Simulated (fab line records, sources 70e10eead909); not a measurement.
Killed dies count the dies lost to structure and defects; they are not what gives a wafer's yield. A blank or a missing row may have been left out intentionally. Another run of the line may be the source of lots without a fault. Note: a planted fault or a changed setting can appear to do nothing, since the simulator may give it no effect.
Which tool did it? | flow nandHarc | 14 lots with 42 wafers sampled at 5 steps, on a route of 1302 steps

== WHAT EACH GAUGE READ, for each wafer ==
NHARC_THIN_TSV_CD_MEAS_33 targets a cd of 5000 nm. Usual: cdNm 5000.8 nm, standard deviation 2.
lot  | measured     | on       | cdNm (nm)            | flag
L861 | day 24 03:49 | cdSem-03 | 4997.5 4998.5 4998.9 | 
L862 | day 24 20:21 | cdSem-01 | 4998.7 4999.3 4999.8 | 
L863 | day 24 16:12 | cdSem-01 | 5000.8 4999.4 5001.5 | 
L865 | day 25 04:32 | cdSem-03 | 5002.9 5001.8 5000.6 | 
L864 | day 25 03:37 | cdSem-01 | 5001.0 5002.8 5000.9 | 
L868 | day 26 21:02 | cdSem-01 | 5002.6 5003.0 5002.5 | 
L869 | day 26 22:28 | cdSem-03 | 5002.2 5001.6 5001.6 | 
L871 | day 29 02:39 | cdSem-02 | 4999.7 5000.0 5001.9 | 
L878 | day 30 18:11 | cdSem-03 | 5000.0 5002.1 5002.7 | 
L879 | day 32 11:06 | cdSem-02 | 5002.6 5003.3 5003.4 | 
L881 | day 32 00:42 | cdSem-02 | 4996.6 5000.2 5000.3 | 
L882 | day 32 17:56 | cdSem-01 | 5003.6 5002.7 5003.8 | 
L883 | day 32 23:38 | cdSem-03 | 5003.1 5003.6 5001.9 | 
L884 | day 33 11:03 | cdSem-02 | 4999.8 4998.7 4998.7 | 

NHARC_END_SORT_01. Usual: killedAtArray 55, standard deviation 20; killedAtOther 1.2, standard deviation 1.3; killedAtPeriphery 4.0, standard deviation 3; killedDies 60, standard deviation 21; killedOpen 3.2, standard deviation 1.9; killedShort 2.5, standard deviation 1.6.
lot  | measured     | on        | killedAtArray | killedAtOther | killedAtPeriphery | killedDies  | killedOpen | killedShort | flag
L861 | day 24 14:13 | prober-02 | 58 60 63      | 2 2 2         | 9 10 11           | 69 72 76    | 4 3 5      | 3 0 0       | 
L862 | day 25 07:35 | prober-01 | 73 68 57      | 0 2 2         | 5 3 2             | 78 73 61    | 3 3 3      | 4 2 3       | 
L863 | day 25 02:03 | prober-02 | 31 26 22      | 0 0 0         | 2 6 2             | 33 32 24    | 3 5 3      | 1 2 1       | 
L865 | day 25 16:10 | prober-01 | 95 104 114    | 0 0 0         | 3 0 1             | 98 104 115  | 2 2 1      | 1 1 3       | 
L864 | day 25 12:42 | prober-02 | 22 23 19      | 0 0 0         | 11 4 5            | 33 27 24    | 5 7 4      | 1 5 1       | 
L868 | day 27 06:13 | prober-02 | 84 62 75      | 1 0 5         | 0 4 4             | 85 66 84    | 5 4 1      | 3 2 5       | 
L869 | day 27 06:42 | prober-01 | 164 133 172   | 4 0 0         | 5 3 4             | 173 136 176 | 5 1 5      | 2 2 6       | OFF
L871 | day 29 12:41 | prober-02 | 134 120 114   | 1 1 2         | 5 2 9             | 140 123 125 | 3 1 3      | 3 1 2       | OFF
L878 | day 31 04:32 | prober-02 | 81 72 88      | 1 0 1         | 2 5 4             | 84 77 93    | 6 2 3      | 0 2 3       | 
L879 | day 32 23:27 | prober-02 | 43 49 44      | 2 3 2         | 13 12 12          | 58 64 58    | 6 2 4      | 3 1 0       | 
L881 | day 32 09:47 | prober-01 | 53 45 44      | 0 1 0         | 6 3 4             | 59 49 48    | 5 11 3     | 4 2 4       | 
L882 | day 33 03:04 | prober-01 | 50 54 48      | 0 1 1         | 0 2 2             | 50 57 51    | 1 4 2      | 3 2 0       | 
L883 | day 33 08:40 | prober-02 | 44 49 55      | 0 1 0         | 2 2 2             | 46 52 57    | 3 1 4      | 2 0 7       | 
L884 | day 33 21:07 | prober-01 | 24 19 19      | 2 0 2         | 4 4 0             | 30 23 21    | 2 7 3      | 1 1 4       | 

== WHICH TOOL RAN EACH LOT (tool, then ch and the chambers of the sampled wafers, then the start) ==
lot  | NHARC_A_DECK1_JOINT_ETCH_25        | NHARC_THIN_TSV_ANNEAL_52        | NHARC_THIN_TSV_ETCH_59
L861 | wetBench-01 ch 3,4,5, day 10 18:04 | rtpAnneal-01 ch 0, day 24 02:02 | rieMetal-03 ch 0,1, day 24 04:11
L862 | wetBench-05 ch 0,3,7, day 11 17:38 | rtpAnneal-02 ch 0, day 24 18:32 | rieMetal-02 ch 0,1, day 24 20:40
L863 | wetBench-01 ch 2,3,4, day 11 17:38 | rtpAnneal-01 ch 0, day 24 14:19 | rieMetal-01 ch 1, day 24 16:31
L865 | wetBench-05 ch 0,2,6, day 12 08:13 | rtpAnneal-02 ch 0, day 25 02:38 | rieMetal-02 ch 0,1, day 25 04:51
L864 | wetBench-01 ch 0,2,3, day 12 11:47 | rtpAnneal-02 ch 0, day 25 01:41 | rieMetal-02 ch 0,1, day 25 03:55
L868 | wetBench-01 ch 4,6,7, day 14 06:14 | rtpAnneal-02 ch 0, day 26 19:14 | rieMetal-03 ch 0,1, day 26 21:22
L869 | wetBench-01 ch 5,6,7, day 14 11:49 | rtpAnneal-02 ch 0, day 26 20:31 | rieMetal-02 ch 0,1, day 26 22:46
L871 | wetBench-01 ch 4,5,6, day 15 09:52 | rtpAnneal-02 ch 0, day 29 00:07 | rieMetal-01 ch 0,1, day 29 03:00
L878 | wetBench-05 ch 0,1,7, day 17 18:01 | rtpAnneal-01 ch 0, day 30 16:17 | rieMetal-03 ch 0,1, day 30 18:28
L879 | wetBench-01 ch 0,4,5, day 18 15:41 | rtpAnneal-01 ch 0, day 32 09:17 | rieMetal-03 ch 0,1, day 32 11:27
L881 | wetBench-05 ch 1,2,6, day 19 04:26 | rtpAnneal-02 ch 0, day 31 22:46 | rieMetal-03 ch 0,1, day 32 01:02
L882 | wetBench-05 ch 5,6,7, day 19 16:17 | rtpAnneal-01 ch 0, day 32 16:07 | rieMetal-01 ch 0,1, day 32 18:16
L883 | wetBench-05 ch 0,5,6, day 20 04:49 | rtpAnneal-01 ch 0, day 32 21:43 | rieMetal-01 ch 0,1, day 32 23:58
L884 | wetBench-01 ch 3,5,6, day 20 14:15 | rtpAnneal-02 ch 0, day 33 09:09 | rieMetal-02 ch 0, day 33 11:22
- NHARC_A_DECK1_JOINT_ETCH_25: etches SiO2 in dHF, target depth 0.5 nm.
- NHARC_THIN_TSV_ANNEAL_52: time 90 s.
- NHARC_THIN_TSV_ETCH_59: etches the open film in Cl2/BCl3, target depth 880 nm, time 138.1 s.

== WHAT THE TOOLS THEMSELVES READ (means of the sampled wafers that have a number; where no wafer has one, the mark that the record gives instead) ==
NHARC_THIN_TSV_ANNEAL_52. Usual: wafer_temp_C_max 226.3, standard deviation 0.33.
lot  | tool         | wafer_temp_C_max | flag
L861 | rtpAnneal-01 | 226.4            | 
L862 | rtpAnneal-02 | 226.9            | 
L863 | rtpAnneal-01 | 226.3            | 
L865 | rtpAnneal-02 | 226.2            | 
L864 | rtpAnneal-02 | 226.3            | 
L868 | rtpAnneal-02 | 226.3            | 
L869 | rtpAnneal-02 | 226.3            | 
L871 | rtpAnneal-02 | 226.2            | 
L878 | rtpAnneal-01 | 226.0            | 
L879 | rtpAnneal-01 | 226.3            | 
L881 | rtpAnneal-02 | 226.1            | 
L882 | rtpAnneal-01 | 226.0            | 
L883 | rtpAnneal-01 | 226.2            | 
L884 | rtpAnneal-02 | 226.4            | 

NHARC_THIN_TSV_ETCH_59. Usual: drypumpMotorCurrentA 5.68 A, standard deviation 0.24; oesProductAu 0.998 a.u., standard deviation 0.0093; rfFwdPowerW 895.8 W, standard deviation 3; throttleValvePct 22.265 %, standard deviation 0.008.
lot  | tool        | drypumpMotorCurrentA (A) | oesProductAu (a.u.) | rfFwdPowerW (W) | throttleValvePct (%) | flag
L861 | rieMetal-03 | 5.31                     | 0.996               | 893.8           | 22.264               | 
L862 | rieMetal-02 | 5.79                     | 1.006               | 893.9           | 22.260               | 
L863 | rieMetal-01 | 5.68                     | 0.981               | 894.9           | 22.272               | 
L865 | rieMetal-02 | 5.82                     | 0.994               | 898.6           | 22.261               | 
L864 | rieMetal-02 | 5.78                     | 0.998               | 896.9           | 22.262               | 
L868 | rieMetal-03 | 5.38                     | 0.999               | 891.6           | 22.267               | 
L869 | rieMetal-02 | 5.81                     | 0.997               | 895.1           | 22.265               | 
L871 | rieMetal-01 | 5.87                     | 1.000               | 895.9           | 22.266               | 
L878 | rieMetal-03 | 5.28                     | 0.997               | 895.8           | 22.273               | 
L879 | rieMetal-03 | 5.33                     | 1.003               | 899.6           | 22.265               | 
L881 | rieMetal-03 | 5.42                     | 0.996               | 896.6           | 22.267               | 
L882 | rieMetal-01 | 5.90                     | 0.990               | 896.7           | 22.267               | 
L883 | rieMetal-01 | 5.77                     | 0.996               | 891.8           | 22.261               | 
L884 | rieMetal-02 | 5.84                     | 0.987               | 899.3           | 22.260               | 

== THE ANSWER, worked out from the rows above alone ==
Rule: a lot counts as off when the mean over its wafers that have a number is more than 3 standard deviations away from the usual mean. Also off: a lot with no number at a reading for which 4 or more lots have one. Any other lot the step has rows for is counted as sound. First the gauges in route order, then the tools' own readings, where a lot's mean is used as printed above. The first step at which some lot is off is used, and at that step the reading that is off furthest; a lot without a number counts as furthest.
Off, at NHARC_END_SORT_01 on killedAtArray: L869, L871.
A tool fits if, at a process step before that reading, it ran every lot that is off, and no sound lot after the first of them. The gauges at NHARC_END_SORT_01 are tried like those tools. Of those tried, none fits.

== WHAT THE SIMULATOR PUT IN ==
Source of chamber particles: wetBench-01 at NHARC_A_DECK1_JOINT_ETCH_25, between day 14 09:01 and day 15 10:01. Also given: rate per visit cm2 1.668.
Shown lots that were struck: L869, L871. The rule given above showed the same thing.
